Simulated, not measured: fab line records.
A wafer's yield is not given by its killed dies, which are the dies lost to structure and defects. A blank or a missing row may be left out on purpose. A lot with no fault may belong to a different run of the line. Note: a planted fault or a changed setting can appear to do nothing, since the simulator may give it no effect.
Which tool did it? || flow nandHarc || 24 lots, 72 wafers sampled, at 4 steps of a route of 1302

WHAT EACH GAUGE READ, for each wafer
NHARC_A_DECK1_JOINT_THK_MEAS_14: measures by ellipsometry. Usual: thkNm at 51.4 nm, with a standard deviation of 1.8.
{"lot": "L074", "measured": "day 11 11:38", "on": "filmMetro-02", "thkNm (nm)": "50.3 50.9 50.2", "flag": ""}
{"lot": "L076", "measured": "day 12 00:36", "on": "filmMetro-01", "thkNm (nm)": "51.9 51.0 51.6", "flag": ""}
{"lot": "L075", "measured": "day 12 00:36", "on": "filmMetro-02", "thkNm (nm)": "51.0 53.0 50.4", "flag": ""}
{"lot": "L077", "measured": "day 12 16:52", "on": "filmMetro-02", "thkNm (nm)": "47.9 52.8 48.4", "flag": ""}
{"lot": "L078", "measured": "day 13 05:36", "on": "filmMetro-01", "thkNm (nm)": "51.2 48.8 50.1", "flag": ""}
{"lot": "L079", "measured": "day 13 09:31", "on": "filmMetro-01", "thkNm (nm)": "55.3 52.9 52.4", "flag": ""}
{"lot": "L080", "measured": "day 13 17:39", "on": "filmMetro-02", "thkNm (nm)": "50.5 50.4 50.3", "flag": ""}
{"lot": "L081", "measured": "day 14 14:02", "on": "filmMetro-01", "thkNm (nm)": "51.7 51.0 53.5", "flag": ""}
{"lot": "L082", "measured": "day 14 23:41", "on": "filmMetro-02", "thkNm (nm)": "48.1 52.5 49.2", "flag": ""}
{"lot": "L083", "measured": "day 15 09:46", "on": "filmMetro-02", "thkNm (nm)": "51.7 49.8 51.0", "flag": ""}
{"lot": "L084", "measured": "day 15 21:17", "on": "filmMetro-02", "thkNm (nm)": "48.5 50.1 49.4", "flag": ""}
{"lot": "L085", "measured": "day 15 21:17", "on": "filmMetro-02", "thkNm (nm)": "51.2 49.1 51.7", "flag": ""}
{"lot": "L086", "measured": "day 16 11:17", "on": "filmMetro-02", "thkNm (nm)": "52.9 46.8 52.3", "flag": ""}
{"lot": "L087", "measured": "day 16 15:17", "on": "filmMetro-01", "thkNm (nm)": "55.7 50.2 49.6", "flag": ""}
{"lot": "L088", "measured": "day 17 12:59", "on": "filmMetro-01", "thkNm (nm)": "49.4 52.3 54.0", "flag": ""}
{"lot": "L089", "measured": "day 17 13:05", "on": "filmMetro-02", "thkNm (nm)": "50.4 50.2 53.6", "flag": ""}
{"lot": "L090", "measured": "day 18 02:40", "on": "filmMetro-01", "thkNm (nm)": "48.5 48.6 49.1", "flag": ""}
{"lot": "L091", "measured": "day 18 18:55", "on": "filmMetro-01", "thkNm (nm)": "50.0 50.5 50.3", "flag": ""}
{"lot": "L092", "measured": "day 18 18:55", "on": "filmMetro-02", "thkNm (nm)": "51.2 51.5 51.5", "flag": ""}
{"lot": "L094", "measured": "day 19 15:55", "on": "filmMetro-01", "thkNm (nm)": "51.4 52.5 50.8", "flag": ""}
{"lot": "L093", "measured": "day 19 19:53", "on": "filmMetro-01", "thkNm (nm)": "52.6 53.4 50.7", "flag": ""}
{"lot": "L095", "measured": "day 20 07:40", "on": "filmMetro-02", "thkNm (nm)": "51.2 49.8 52.2", "flag": ""}
{"lot": "L096", "measured": "day 20 14:56", "on": "filmMetro-02", "thkNm (nm)": "56.6 52.4 52.5", "flag": ""}
{"lot": "L097", "measured": "day 21 06:46", "on": "filmMetro-02", "thkNm (nm)": "54.9 53.9 52.8", "flag": ""}

NHARC_A_CHANNEL_HOLE_D2_OVL_MEAS_11. Usual: overlayXNm 0.0 nm, standard deviation 0.75; overlayYNm -0.2 nm, standard deviation 0.81.
{"lot": "L074", "measured": "day 13 01:55", "on": "overlay-01", "overlayXNm (nm)": "-1.1 -1.2 -0.3", "overlayYNm (nm)": "-1.7 -1.5 -1.4", "flag": ""}
{"lot": "L076", "measured": "day 14 01:19", "on": "overlay-02", "overlayXNm (nm)": "0.2 0.0 -0.2", "overlayYNm (nm)": "0.3 1.2 1.0", "flag": ""}
{"lot": "L075", "measured": "day 13 23:23", "on": "overlay-02", "overlayXNm (nm)": "0.8 0.1 0.2", "overlayYNm (nm)": "0.4 0.3 0.5", "flag": ""}
{"lot": "L077", "measured": "day 14 15:58", "on": "overlay-02", "overlayXNm (nm)": "-0.4 0.2 -0.4", "overlayYNm (nm)": "-0.4 -0.5 -0.5", "flag": ""}
{"lot": "L078", "measured": "day 15 01:47", "on": "overlay-02", "overlayXNm (nm)": "0.4 0.5 0.3", "overlayYNm (nm)": "-0.3 0.1 -0.3", "flag": ""}
{"lot": "L079", "measured": "day 15 00:25", "on": "overlay-01", "overlayXNm (nm)": "1.6 1.1 0.8", "overlayYNm (nm)": "-0.8 -0.6 -0.8", "flag": ""}
{"lot": "L080", "measured": "day 15 13:28", "on": "overlay-01", "overlayXNm (nm)": "-0.7 -0.3 -1.3", "overlayYNm (nm)": "0.0 0.1 -0.5", "flag": ""}
{"lot": "L081", "measured": "day 16 13:53", "on": "overlay-02", "overlayXNm (nm)": "-0.4 0.2 0.4", "overlayYNm (nm)": "-0.1 -0.3 0.0", "flag": ""}
{"lot": "L082", "measured": "day 16 15:17", "on": "overlay-01", "overlayXNm (nm)": "0.1 -0.2 0.0", "overlayYNm (nm)": "-0.4 -0.3 -0.3", "flag": ""}
{"lot": "L083", "measured": "day 17 05:55", "on": "overlay-02", "overlayXNm (nm)": "-0.4 0.1 -0.4", "overlayYNm (nm)": "-1.3 -1.1 -1.0", "flag": ""}
{"lot": "L084", "measured": "day 17 15:26", "on": "overlay-01", "overlayXNm (nm)": "0.9 0.8 0.9", "overlayYNm (nm)": "0.0 -0.3 -0.2", "flag": ""}
{"lot": "L085", "measured": "day 17 13:55", "on": "overlay-01", "overlayXNm (nm)": "0.0 -0.3 -0.3", "overlayYNm (nm)": "1.7 1.8 2.2", "flag": ""}
{"lot": "L086", "measured": "day 18 03:01", "on": "overlay-02", "overlayXNm (nm)": "-0.5 0.0 -0.2", "overlayYNm (nm)": "-0.3 -0.7 -1.0", "flag": ""}
{"lot": "L087", "measured": "day 18 03:10", "on": "overlay-01", "overlayXNm (nm)": "0.0 0.3 0.1", "overlayYNm (nm)": "-0.6 -1.0 -0.2", "flag": ""}
{"lot": "L088", "measured": "day 19 08:59", "on": "overlay-01", "overlayXNm (nm)": "0.7 0.7 1.1", "overlayYNm (nm)": "-1.0 -1.2 -1.1", "flag": ""}
{"lot": "L089", "measured": "day 19 07:06", "on": "overlay-01", "overlayXNm (nm)": "-0.1 -0.1 -0.1", "overlayYNm (nm)": "-1.5 -1.7 -1.0", "flag": ""}
{"lot": "L090", "measured": "day 20 03:17", "on": "overlay-01", "overlayXNm (nm)": "1.1 0.9 0.7", "overlayYNm (nm)": "-0.8 -0.2 -0.1", "flag": ""}
{"lot": "L091", "measured": "day 20 15:04", "on": "overlay-02", "overlayXNm (nm)": "-0.6 -0.2 -0.6", "overlayYNm (nm)": "0.6 0.2 1.2", "flag": ""}
{"lot": "L092", "measured": "day 20 15:55", "on": "overlay-01", "overlayXNm (nm)": "0.0 -0.8 -0.7", "overlayYNm (nm)": "0.1 0.6 0.6", "flag": ""}
{"lot": "L094", "measured": "day 21 08:20", "on": "overlay-02", "overlayXNm (nm)": "1.3 1.5 1.9", "overlayYNm (nm)": "0.4 0.0 0.5", "flag": ""}
{"lot": "L093", "measured": "day 21 06:25", "on": "overlay-01", "overlayXNm (nm)": "-2.0 -1.7 -2.0", "overlayYNm (nm)": "-0.6 -0.7 -1.0", "flag": ""}
{"lot": "L095", "measured": "day 22 08:33", "on": "overlay-02", "overlayXNm (nm)": "-0.6 0.0 -0.3", "overlayYNm (nm)": "0.2 0.2 0.5", "flag": ""}
{"lot": "L096", "measured": "day 22 08:22", "on": "overlay-02", "overlayXNm (nm)": "-0.9 -0.4 -0.2", "overlayYNm (nm)": "0.4 0.3 0.2", "flag": ""}
{"lot": "L097", "measured": "day 23 12:22", "on": "overlay-02", "overlayXNm (nm)": "-0.6 -0.6 -1.0", "overlayYNm (nm)": "-0.8 -1.2 -1.3", "flag": ""}

NHARC_A_CHANNEL_HOLE_D2_CD_MEAS_18. Usual: cdNm at 99.1 nm, with a standard deviation of 2.8.
{"lot": "L074", "measured": "day 13 03:07", "on": "cdSem-03", "cdNm (nm)": "98.4 98.1 101.4", "flag": ""}
{"lot": "L076", "measured": "day 14 02:31", "on": "cdSem-02", "cdNm (nm)": "97.2 103.4 96.2", "flag": ""}
{"lot": "L075", "measured": "day 14 00:35", "on": "cdSem-03", "cdNm (nm)": "96.5 103.9 97.6", "flag": ""}
{"lot": "L077", "measured": "day 14 17:22", "on": "cdSem-01", "cdNm (nm)": "99.4 99.9 99.1", "flag": ""}
{"lot": "L078", "measured": "day 15 02:59", "on": "cdSem-02", "cdNm (nm)": "98.0 100.0 102.9", "flag": ""}
{"lot": "L079", "measured": "day 15 01:38", "on": "cdSem-03", "cdNm (nm)": "99.4 101.9 100.7", "flag": ""}
{"lot": "L080", "measured": "day 15 14:40", "on": "cdSem-03", "cdNm (nm)": "100.0 97.3 99.1", "flag": ""}
{"lot": "L081", "measured": "day 16 15:06", "on": "cdSem-03", "cdNm (nm)": "103.5 101.8 103.9", "flag": ""}
{"lot": "L082", "measured": "day 16 16:29", "on": "cdSem-01", "cdNm (nm)": "103.2 96.1 100.4", "flag": ""}
{"lot": "L083", "measured": "day 17 07:08", "on": "cdSem-03", "cdNm (nm)": "97.4 98.0 99.7", "flag": ""}
{"lot": "L084", "measured": "day 17 16:38", "on": "cdSem-01", "cdNm (nm)": "96.6 98.1 98.5", "flag": ""}
{"lot": "L085", "measured": "day 17 15:20", "on": "cdSem-03", "cdNm (nm)": "104.8 100.1 101.6", "flag": ""}
{"lot": "L086", "measured": "day 18 04:13", "on": "cdSem-03", "cdNm (nm)": "101.7 100.0 101.2", "flag": ""}
{"lot": "L087", "measured": "day 18 04:22", "on": "cdSem-01", "cdNm (nm)": "101.3 97.1 99.4", "flag": ""}
{"lot": "L088", "measured": "day 19 10:11", "on": "cdSem-01", "cdNm (nm)": "106.8 105.3 98.3", "flag": ""}
{"lot": "L089", "measured": "day 19 08:19", "on": "cdSem-03", "cdNm (nm)": "100.9 98.4 97.3", "flag": ""}
{"lot": "L090", "measured": "day 20 04:30", "on": "cdSem-02", "cdNm (nm)": "94.8 96.3 101.2", "flag": ""}
{"lot": "L091", "measured": "day 20 16:17", "on": "cdSem-01", "cdNm (nm)": "90.8 98.5 95.7", "flag": ""}
{"lot": "L092", "measured": "day 20 17:07", "on": "cdSem-01", "cdNm (nm)": "96.5 102.6 99.4", "flag": ""}
{"lot": "L094", "measured": "day 21 10:02", "on": "cdSem-03", "cdNm (nm)": "98.4 98.0 101.0", "flag": ""}
{"lot": "L093", "measured": "day 21 07:38", "on": "cdSem-02", "cdNm (nm)": "96.0 98.2 98.6", "flag": ""}
{"lot": "L095", "measured": "day 22 09:46", "on": "cdSem-02", "cdNm (nm)": "100.2 92.9 99.6", "flag": ""}
{"lot": "L096", "measured": "day 22 09:34", "on": "cdSem-03", "cdNm (nm)": "98.7 96.8 99.5", "flag": ""}
{"lot": "L097", "measured": "day 23 13:34", "on": "cdSem-02", "cdNm (nm)": "101.0 98.1 98.6", "flag": ""}

WHAT TOOL EACH LOT RAN ON (gives the tool, then ch and the chambers of the sampled wafers, and finally the start)
{"lot": "L074", "NHARC_A_CHANNEL_HOLE_D1_ETCH_34": "rieDiel-01 ch 1,2, day 11 11:38 or earlier"}
{"lot": "L076", "NHARC_A_CHANNEL_HOLE_D1_ETCH_34": "rieDiel-01 ch 0,1,2, day 12 00:36 or earlier"}
{"lot": "L075", "NHARC_A_CHANNEL_HOLE_D1_ETCH_34": "rieDiel-01 ch 0,1,2, day 12 00:36 or earlier"}
{"lot": "L077", "NHARC_A_CHANNEL_HOLE_D1_ETCH_34": "rieDiel-01 ch 0,2, day 12 16:52 or earlier"}
{"lot": "L078", "NHARC_A_CHANNEL_HOLE_D1_ETCH_34": "rieDiel-01 ch 0,2,3, day 13 05:36 or earlier"}
{"lot": "L079", "NHARC_A_CHANNEL_HOLE_D1_ETCH_34": "rieDiel-08 ch 0,1,3, day 13 09:31 or earlier"}
{"lot": "L080", "NHARC_A_CHANNEL_HOLE_D1_ETCH_34": "rieDiel-01 ch 0,2,3, day 13 17:39 or earlier"}
{"lot": "L081", "NHARC_A_CHANNEL_HOLE_D1_ETCH_34": "rieDiel-01 ch 2,3, day 14 14:02 or earlier"}
{"lot": "L082", "NHARC_A_CHANNEL_HOLE_D1_ETCH_34": "rieDiel-01 ch 0,2, day 14 23:41 or earlier"}
{"lot": "L083", "NHARC_A_CHANNEL_HOLE_D1_ETCH_34": "rieDiel-01 ch 1,2,3, day 15 09:46 or earlier"}
{"lot": "L084", "NHARC_A_CHANNEL_HOLE_D1_ETCH_34": "rieDiel-01 ch 1,2,3, day 15 21:17 or earlier"}
{"lot": "L085", "NHARC_A_CHANNEL_HOLE_D1_ETCH_34": "rieDiel-08 ch 1,3, day 15 21:17 or earlier"}
{"lot": "L086", "NHARC_A_CHANNEL_HOLE_D1_ETCH_34": "rieDiel-01 ch 1,2,3, day 16 11:17 or earlier"}
{"lot": "L087", "NHARC_A_CHANNEL_HOLE_D1_ETCH_34": "rieDiel-07 ch 2,3, day 16 15:17 or earlier"}
{"lot": "L088", "NHARC_A_CHANNEL_HOLE_D1_ETCH_34": "rieDiel-01 ch 0,2,3, day 17 12:59 or earlier"}
{"lot": "L089", "NHARC_A_CHANNEL_HOLE_D1_ETCH_34": "rieDiel-01 ch 1,2, day 17 13:05 or earlier"}
{"lot": "L090", "NHARC_A_CHANNEL_HOLE_D1_ETCH_34": "rieDiel-01 ch 2,3, day 18 02:40 or earlier"}
{"lot": "L091", "NHARC_A_CHANNEL_HOLE_D1_ETCH_34": "rieDiel-01 ch 1,2,3, day 18 18:55 or earlier"}
{"lot": "L092", "NHARC_A_CHANNEL_HOLE_D1_ETCH_34": "rieDiel-08 ch 0,1,2, day 18 18:55 or earlier"}
{"lot": "L094", "NHARC_A_CHANNEL_HOLE_D1_ETCH_34": "rieDiel-08 ch 1,2,3, day 19 15:55 or earlier"}
{"lot": "L093", "NHARC_A_CHANNEL_HOLE_D1_ETCH_34": "rieDiel-01 ch 2,3, day 19 19:53 or earlier"}
{"lot": "L095", "NHARC_A_CHANNEL_HOLE_D1_ETCH_34": "rieDiel-01 ch 2,3, day 20 07:40 or earlier"}
{"lot": "L096", "NHARC_A_CHANNEL_HOLE_D1_ETCH_34": "rieDiel-01 ch 1,2,3, day 20 14:56 or earlier"}
{"lot": "L097", "NHARC_A_CHANNEL_HOLE_D1_ETCH_34": "rieDiel-07 ch 0,1,3, day 21 06:46 or earlier"}
- NHARC_A_CHANNEL_HOLE_D1_ETCH_34: etches the open film in CF4/CHF3, target depth 154 nm, time 77 s.

AS READ BY THE TOOLS THEMSELVES (means over the sampled wafers that have a number; for cases with no such wafer, the mark the record gives instead)
NHARC_A_CHANNEL_HOLE_D1_ETCH_34. Usual: chamberPressureMTorr 25.00 mTorr (standard deviation 0.033); drypumpMotorCurrentA 5.6 A (standard deviation 0.4); mfcArSccm 0.004 sccm (standard deviation 0.0068); oesProductAu 0.948 a.u. (standard deviation 0.027); rfVppV 370.4 V (standard deviation 2.2); showerheadPlenumPTorr 1.57 Torr (standard deviation 0.064); throttleValvePct 16.802 % (standard deviation 0.0097).
{"lot": "L074", "tool": "rieDiel-01", "chamberPressureMTorr (mTorr)": 25.02, "drypumpMotorCurrentA (A)": 5.4, "mfcArSccm (sccm)": 0.003, "oesProductAu (a.u.)": 0.951, "rfVppV (V)": 369.7, "showerheadPlenumPTorr (Torr)": 1.56, "throttleValvePct (%)": 16.794, "flag": ""}
{"lot": "L076", "tool": "rieDiel-01", "chamberPressureMTorr (mTorr)": 25.01, "drypumpMotorCurrentA (A)": 5.7, "mfcArSccm (sccm)": 0.002, "oesProductAu (a.u.)": 0.983, "rfVppV (V)": 370.0, "showerheadPlenumPTorr (Torr)": 1.54, "throttleValvePct (%)": 16.807, "flag": ""}
{"lot": "L075", "tool": "rieDiel-01", "chamberPressureMTorr (mTorr)": 25.01, "drypumpMotorCurrentA (A)": 5.7, "mfcArSccm (sccm)": 0.002, "oesProductAu (a.u.)": 0.930, "rfVppV (V)": 369.2, "showerheadPlenumPTorr (Torr)": 1.54, "throttleValvePct (%)": 16.791, "flag": ""}
{"lot": "L077", "tool": "rieDiel-01", "chamberPressureMTorr (mTorr)": 24.99, "drypumpMotorCurrentA (A)": 5.6, "mfcArSccm (sccm)": 0.001, "oesProductAu (a.u.)": 0.964, "rfVppV (V)": 368.1, "showerheadPlenumPTorr (Torr)": 1.51, "throttleValvePct (%)": 16.808, "flag": ""}
{"lot": "L078", "tool": "rieDiel-01", "chamberPressureMTorr (mTorr)": 25.00, "drypumpMotorCurrentA (A)": 5.7, "mfcArSccm (sccm)": 0.003, "oesProductAu (a.u.)": 0.986, "rfVppV (V)": 370.3, "showerheadPlenumPTorr (Torr)": 1.57, "throttleValvePct (%)": 16.802, "flag": ""}
{"lot": "L079", "tool": "rieDiel-08", "chamberPressureMTorr (mTorr)": 24.98, "drypumpMotorCurrentA (A)": 5.9, "mfcArSccm (sccm)": 0.001, "oesProductAu (a.u.)": 0.975, "rfVppV (V)": 370.5, "showerheadPlenumPTorr (Torr)": 1.56, "throttleValvePct (%)": 16.801, "flag": ""}
{"lot": "L080", "tool": "rieDiel-01", "chamberPressureMTorr (mTorr)": 25.02, "drypumpMotorCurrentA (A)": 5.6, "mfcArSccm (sccm)": 0.003, "oesProductAu (a.u.)": 0.935, "rfVppV (V)": 370.7, "showerheadPlenumPTorr (Torr)": 1.56, "throttleValvePct (%)": 16.795, "flag": ""}
{"lot": "L081", "tool": "rieDiel-01", "chamberPressureMTorr (mTorr)": 25.01, "drypumpMotorCurrentA (A)": 5.3, "mfcArSccm (sccm)": 0.003, "oesProductAu (a.u.)": 0.986, "rfVppV (V)": 372.5, "showerheadPlenumPTorr (Torr)": 1.61, "throttleValvePct (%)": 16.812, "flag": ""}
{"lot": "L082", "tool": "rieDiel-01", "chamberPressureMTorr (mTorr)": 25.01, "drypumpMotorCurrentA (A)": 6.0, "mfcArSccm (sccm)": 0.002, "oesProductAu (a.u.)": 0.984, "rfVppV (V)": 369.1, "showerheadPlenumPTorr (Torr)": 1.51, "throttleValvePct (%)": 16.795, "flag": ""}
{"lot": "L083", "tool": "rieDiel-01", "chamberPressureMTorr (mTorr)": 25.01, "drypumpMotorCurrentA (A)": 5.4, "mfcArSccm (sccm)": 0.003, "oesProductAu (a.u.)": 0.927, "rfVppV (V)": 370.5, "showerheadPlenumPTorr (Torr)": 1.58, "throttleValvePct (%)": 16.800, "flag": ""}
{"lot": "L084", "tool": "rieDiel-01", "chamberPressureMTorr (mTorr)": 25.00, "drypumpMotorCurrentA (A)": 5.4, "mfcArSccm (sccm)": 0.003, "oesProductAu (a.u.)": 0.947, "rfVppV (V)": 371.2, "showerheadPlenumPTorr (Torr)": 1.58, "throttleValvePct (%)": 16.795, "flag": ""}
{"lot": "L085", "tool": "rieDiel-08", "chamberPressureMTorr (mTorr)": 25.00, "drypumpMotorCurrentA (A)": 6.1, "mfcArSccm (sccm)": 0.001, "oesProductAu (a.u.)": 0.911, "rfVppV (V)": 371.2, "showerheadPlenumPTorr (Torr)": 1.61, "throttleValvePct (%)": 16.811, "flag": ""}
{"lot": "L086", "tool": "rieDiel-01", "chamberPressureMTorr (mTorr)": 25.00, "drypumpMotorCurrentA (A)": 5.3, "mfcArSccm (sccm)": 0.003, "oesProductAu (a.u.)": 0.920, "rfVppV (V)": 370.5, "showerheadPlenumPTorr (Torr)": 1.58, "throttleValvePct (%)": 16.808, "flag": ""}
{"lot": "L087", "tool": "rieDiel-07", "chamberPressureMTorr (mTorr)": 24.99, "drypumpMotorCurrentA (A)": 5.2, "mfcArSccm (sccm)": 0.001, "oesProductAu (a.u.)": 0.980, "rfVppV (V)": 369.5, "showerheadPlenumPTorr (Torr)": 1.53, "throttleValvePct (%)": 16.802, "flag": ""}
{"lot": "L088", "tool": "rieDiel-01", "chamberPressureMTorr (mTorr)": 24.99, "drypumpMotorCurrentA (A)": 5.6, "mfcArSccm (sccm)": 0.003, "oesProductAu (a.u.)": 0.927, "rfVppV (V)": 370.9, "showerheadPlenumPTorr (Torr)": 1.56, "throttleValvePct (%)": 16.805, "flag": ""}
{"lot": "L089", "tool": "rieDiel-01", "chamberPressureMTorr (mTorr)": 25.01, "drypumpMotorCurrentA (A)": 5.3, "mfcArSccm (sccm)": 0.001, "oesProductAu (a.u.)": 0.912, "rfVppV (V)": 369.5, "showerheadPlenumPTorr (Torr)": 1.53, "throttleValvePct (%)": 16.799, "flag": ""}
{"lot": "L090", "tool": "rieDiel-01", "chamberPressureMTorr (mTorr)": 25.00, "drypumpMotorCurrentA (A)": 5.3, "mfcArSccm (sccm)": 0.003, "oesProductAu (a.u.)": 0.928, "rfVppV (V)": 371.8, "showerheadPlenumPTorr (Torr)": 1.61, "throttleValvePct (%)": 16.804, "flag": ""}
{"lot": "L091", "tool": "rieDiel-01", "chamberPressureMTorr (mTorr)": 25.00, "drypumpMotorCurrentA (A)": 5.4, "mfcArSccm (sccm)": 0.003, "oesProductAu (a.u.)": 0.922, "rfVppV (V)": 370.8, "showerheadPlenumPTorr (Torr)": 1.58, "throttleValvePct (%)": 16.799, "flag": ""}
{"lot": "L092", "tool": "rieDiel-08", "chamberPressureMTorr (mTorr)": 25.01, "drypumpMotorCurrentA (A)": 5.7, "mfcArSccm (sccm)": 0.010, "oesProductAu (a.u.)": 0.916, "rfVppV (V)": 368.9, "showerheadPlenumPTorr (Torr)": 1.54, "throttleValvePct (%)": 16.808, "flag": ""}
{"lot": "L094", "tool": "rieDiel-08", "chamberPressureMTorr (mTorr)": 25.00, "drypumpMotorCurrentA (A)": 5.9, "mfcArSccm (sccm)": 0.010, "oesProductAu (a.u.)": 0.970, "rfVppV (V)": 371.1, "showerheadPlenumPTorr (Torr)": 1.59, "throttleValvePct (%)": 16.805, "flag": ""}
{"lot": "L093", "tool": "rieDiel-01", "chamberPressureMTorr (mTorr)": 24.99, "drypumpMotorCurrentA (A)": 5.3, "mfcArSccm (sccm)": 0.002, "oesProductAu (a.u.)": 0.913, "rfVppV (V)": 369.5, "showerheadPlenumPTorr (Torr)": 1.55, "throttleValvePct (%)": 16.800, "flag": ""}
{"lot": "L095", "tool": "rieDiel-01", "chamberPressureMTorr (mTorr)": 24.99, "drypumpMotorCurrentA (A)": 5.3, "mfcArSccm (sccm)": 0.003, "oesProductAu (a.u.)": 0.951, "rfVppV (V)": 372.2, "showerheadPlenumPTorr (Torr)": 1.61, "throttleValvePct (%)": 16.796, "flag": ""}
{"lot": "L096", "tool": "rieDiel-01", "chamberPressureMTorr (mTorr)": 25.02, "drypumpMotorCurrentA (A)": 5.3, "mfcArSccm (sccm)": 0.003, "oesProductAu (a.u.)": 0.955, "rfVppV (V)": 370.6, "showerheadPlenumPTorr (Torr)": 1.58, "throttleValvePct (%)": 16.810, "flag": ""}
{"lot": "L097", "tool": "rieDiel-07", "chamberPressureMTorr (mTorr)": 25.00, "drypumpMotorCurrentA (A)": 5.7, "mfcArSccm (sccm)": 0.011, "oesProductAu (a.u.)": 0.972, "rfVppV (V)": 368.7, "showerheadPlenumPTorr (Torr)": 1.52, "throttleValvePct (%)": 16.801, "flag": ""}

THE ANSWER, worked out from the rows above alone
Rule: lot off if the mean of its wafers having a number is beyond 3 standard deviations from the usual mean. Also off: a lot with no number at a reading for which 4 or more lots have one. All remaining lots with rows at the step are treated as sound. Order of review: gauges by route order, followed by the tools' own readings, for which a lot's mean as printed above is used. The first step at which some lot is off is used, and at that step the reading that is off furthest; a lot without a number counts as furthest.
No lot is off at any reading shown: from this, nothing can be told.

WHAT THE SIMULATOR PUT IN
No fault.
